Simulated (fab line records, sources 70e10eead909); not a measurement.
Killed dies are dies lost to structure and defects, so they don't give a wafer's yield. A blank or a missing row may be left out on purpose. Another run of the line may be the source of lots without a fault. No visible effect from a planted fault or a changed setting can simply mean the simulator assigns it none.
Tool commonality check / flow nandHarc / Lots sampled 12, wafers sampled 36

## WHY IT WAS OPENED
On 1 of the 12 lots, a flag is raised at NHARC_P_GATE_CD_MEAS_59 on the reading cdNm. Fault-free wafers read 718.7 nm, with a standard deviation of 1.6.
Rule: flag the lot when none of its wafers has a number, or when each of its wafers that has one lies beyond 4 standard deviations from that mean. All remaining lots are regarded as sound.

lot=L238; measured=day 6 02:37; on=cdSem-01; cdNm (nm), wafer by wafer=719.6 718.6 718.2; flag=
lot=L239; measured=day 6 05:42; on=cdSem-01; cdNm (nm), wafer by wafer=718.1 721.6 717.7; flag=
lot=L240; measured=day 7 00:07; on=cdSem-02; cdNm (nm), wafer by wafer=715.9 720.4 718.5; flag=
lot=L241; measured=day 7 04:10; on=cdSem-02; cdNm (nm), wafer by wafer=717.0 722.2 719.1; flag=
lot=L244; measured=day 8 09:37; on=cdSem-03; cdNm (nm), wafer by wafer=710.2 711.8 708.5; flag=FLAGGED
lot=L247; measured=day 9 16:29; on=cdSem-01; cdNm (nm), wafer by wafer=718.5 720.1 719.6; flag=
lot=L253; measured=day 12 08:10; on=cdSem-02; cdNm (nm), wafer by wafer=720.3 718.5 720.8; flag=
lot=L254; measured=day 12 16:43; on=cdSem-01; cdNm (nm), wafer by wafer=719.8 720.7 721.0; flag=
lot=L255; measured=day 13 04:50; on=cdSem-02; cdNm (nm), wafer by wafer=718.1 717.2 719.1; flag=
lot=L256; measured=day 13 18:43; on=cdSem-03; cdNm (nm), wafer by wafer=720.4 721.7 718.3; flag=
lot=L257; measured=day 14 05:11; on=cdSem-01; cdNm (nm), wafer by wafer=718.3 717.3 718.9; flag=
lot=L258; measured=day 14 16:27; on=cdSem-02; cdNm (nm), wafer by wafer=718.9 718.7 717.7; flag=
Average over the flagged lots: 710.2 nm; offset from the usual -8.5 nm, equal to -5 standard deviations.

## EACH LOT AND THE TOOL IT RAN ON
The record holds 3 process steps before the reading, out of a route of 1302 steps. Every cell lists first the tool, next ch and the chambers used by the sampled wafers, and last the start.
lot=L238; flag=; NHARC_P_GATE_STRIP_101=rieDiel-02 ch 0,1,2, day 6 00:02; NHARC_P_GATE_STRIP_111=plasmaAsher-02 ch 0,1, day 6 01:29; NHARC_P_GATE_EXPOSE_56=krfScanner-04 ch 0, day 6 02:28
lot=L239; flag=; NHARC_P_GATE_STRIP_101=rieDiel-01 ch 0,1,3, day 6 03:02; NHARC_P_GATE_STRIP_111=plasmaAsher-01 ch 0,1, day 6 04:29; NHARC_P_GATE_EXPOSE_56=krfScanner-03 ch 0, day 6 05:33
lot=L240; flag=; NHARC_P_GATE_STRIP_101=rieDiel-07 ch 2,3, day 6 21:29; NHARC_P_GATE_STRIP_111=plasmaAsher-01 ch 0,1, day 6 23:07; NHARC_P_GATE_EXPOSE_56=krfScanner-03 ch 0, day 6 23:58
lot=L241; flag=; NHARC_P_GATE_STRIP_101=rieDiel-02 ch 0,2,3, day 7 01:32; NHARC_P_GATE_STRIP_111=plasmaAsher-02 ch 0,1, day 7 02:56; NHARC_P_GATE_EXPOSE_56=krfScanner-02 ch 0, day 7 04:01
lot=L244; flag=FLAGGED; NHARC_P_GATE_STRIP_101=rieDiel-01 ch 0,2,3, day 8 06:56; NHARC_P_GATE_STRIP_111=plasmaAsher-02 ch 0,1, day 8 08:29; NHARC_P_GATE_EXPOSE_56=krfScanner-03 ch 0, day 8 09:28
lot=L247; flag=; NHARC_P_GATE_STRIP_101=rieDiel-07 ch 1,2,3, day 9 13:49; NHARC_P_GATE_STRIP_111=plasmaAsher-02 ch 0,1, day 9 15:22; NHARC_P_GATE_EXPOSE_56=krfScanner-03 ch 0, day 9 16:20
lot=L253; flag=; NHARC_P_GATE_STRIP_101=rieDiel-01 ch 1,2, day 12 05:28; NHARC_P_GATE_STRIP_111=plasmaAsher-01 ch 0,1, day 12 07:02; NHARC_P_GATE_EXPOSE_56=krfScanner-03 ch 0, day 12 08:01
lot=L254; flag=; NHARC_P_GATE_STRIP_101=rieDiel-07 ch 0,3, day 12 14:10; NHARC_P_GATE_STRIP_111=plasmaAsher-01 ch 0,1, day 12 15:37; NHARC_P_GATE_EXPOSE_56=krfScanner-03 ch 0, day 12 16:33
lot=L255; flag=; NHARC_P_GATE_STRIP_101=rieDiel-02 ch 0,2,3, day 13 02:07; NHARC_P_GATE_STRIP_111=plasmaAsher-01 ch 0,1, day 13 03:42; NHARC_P_GATE_EXPOSE_56=krfScanner-02 ch 0, day 13 04:41
lot=L256; flag=; NHARC_P_GATE_STRIP_101=rieDiel-02 ch 0,1, day 13 16:02; NHARC_P_GATE_STRIP_111=plasmaAsher-01 ch 0,1, day 13 17:35; NHARC_P_GATE_EXPOSE_56=krfScanner-03 ch 0, day 13 18:34
lot=L257; flag=; NHARC_P_GATE_STRIP_101=rieDiel-01 ch 2,3, day 14 02:30; NHARC_P_GATE_STRIP_111=plasmaAsher-02 ch 0,1, day 14 03:58; NHARC_P_GATE_EXPOSE_56=krfScanner-04 ch 0, day 14 05:01
lot=L258; flag=; NHARC_P_GATE_STRIP_101=rieDiel-02 ch 0,1, day 14 13:32; NHARC_P_GATE_STRIP_111=plasmaAsher-02 ch 0,1, day 14 15:22; NHARC_P_GATE_EXPOSE_56=krfScanner-03 ch 0, day 14 16:18
These steps, and what they do:
- NHARC_P_GATE_STRIP_101: strips in O2, time 20 s.
- NHARC_P_GATE_STRIP_111: strips in N2/H2, time 250 s.
- NHARC_P_GATE_EXPOSE_56: exposes mask P PSD, target cd 720 nm.
- NHARC_P_GATE_CD_MEAS_59: target cd 720 nm.

## FLAGGED OVER TOTAL, TOOL BY TOOL (the gauges that took the reading come last)
step=NHARC_P_GATE_STRIP_101; tool=rieDiel-01; lots run=4; flagged=1; share of the flagged lots=all; sound lots run after its first flagged lot=2 (L253,L257)
step=NHARC_P_GATE_STRIP_101; tool=rieDiel-02; lots run=5; flagged=0; share of the flagged lots=none; sound lots run after its first flagged lot=-
step=NHARC_P_GATE_STRIP_101; tool=rieDiel-07; lots run=3; flagged=0; share of the flagged lots=none; sound lots run after its first flagged lot=-
step=NHARC_P_GATE_STRIP_111; tool=plasmaAsher-01; lots run=6; flagged=0; share of the flagged lots=none; sound lots run after its first flagged lot=-
step=NHARC_P_GATE_STRIP_111; tool=plasmaAsher-02; lots run=6; flagged=1; share of the flagged lots=all; sound lots run after its first flagged lot=3 (L247,L257,L258)
step=NHARC_P_GATE_EXPOSE_56; tool=krfScanner-02; lots run=2; flagged=0; share of the flagged lots=none; sound lots run after its first flagged lot=-
step=NHARC_P_GATE_EXPOSE_56; tool=krfScanner-03; lots run=8; flagged=1; share of the flagged lots=all; sound lots run after its first flagged lot=5 (L247,L253,L254,L256,L258)
step=NHARC_P_GATE_EXPOSE_56; tool=krfScanner-04; lots run=2; flagged=0; share of the flagged lots=none; sound lots run after its first flagged lot=-
step=NHARC_P_GATE_CD_MEAS_59; tool=cdSem-01; lots run=5; flagged=0; share of the flagged lots=none; sound lots run after its first flagged lot=-
step=NHARC_P_GATE_CD_MEAS_59; tool=cdSem-02; lots run=5; flagged=0; share of the flagged lots=none; sound lots run after its first flagged lot=-
step=NHARC_P_GATE_CD_MEAS_59; tool=cdSem-03; lots run=2; flagged=1; share of the flagged lots=all; sound lots run after its first flagged lot=1 (L256)

## WHAT THE TABLE PERMITS
4 rows of the table ran every flagged lot: rieDiel-01 at NHARC_P_GATE_STRIP_101, plasmaAsher-02 at NHARC_P_GATE_STRIP_111, krfScanner-03 at NHARC_P_GATE_EXPOSE_56, cdSem-03 at NHARC_P_GATE_CD_MEAS_59.
- rieDiel-01 at NHARC_P_GATE_STRIP_101: 1 of its 4 lots flagged. Sound lots followed the first flagged one (L253, L257) on it, something a lasting fault affecting the whole tool could not allow.
- plasmaAsher-02 at NHARC_P_GATE_STRIP_111: 1 of its 6 lots flagged. Sound lots followed the first flagged one (L247, L257, L258) on it, something a lasting fault affecting the whole tool could not allow.
- krfScanner-03 at NHARC_P_GATE_EXPOSE_56: 1 of its 8 lots flagged. Sound lots followed the first flagged one (L247, L253, L254, L256, L258) on it, something a lasting fault affecting the whole tool could not allow.
- cdSem-03 at NHARC_P_GATE_CD_MEAS_59: 1 of its 2 lots flagged. Sound lots followed the first flagged one (L256) on it, something a lasting fault affecting the whole tool could not allow.
There is no row in the table that ran each flagged lot and no sound lot after the first.

## WHAT HAD BEEN PUT IN BY THE SIMULATOR
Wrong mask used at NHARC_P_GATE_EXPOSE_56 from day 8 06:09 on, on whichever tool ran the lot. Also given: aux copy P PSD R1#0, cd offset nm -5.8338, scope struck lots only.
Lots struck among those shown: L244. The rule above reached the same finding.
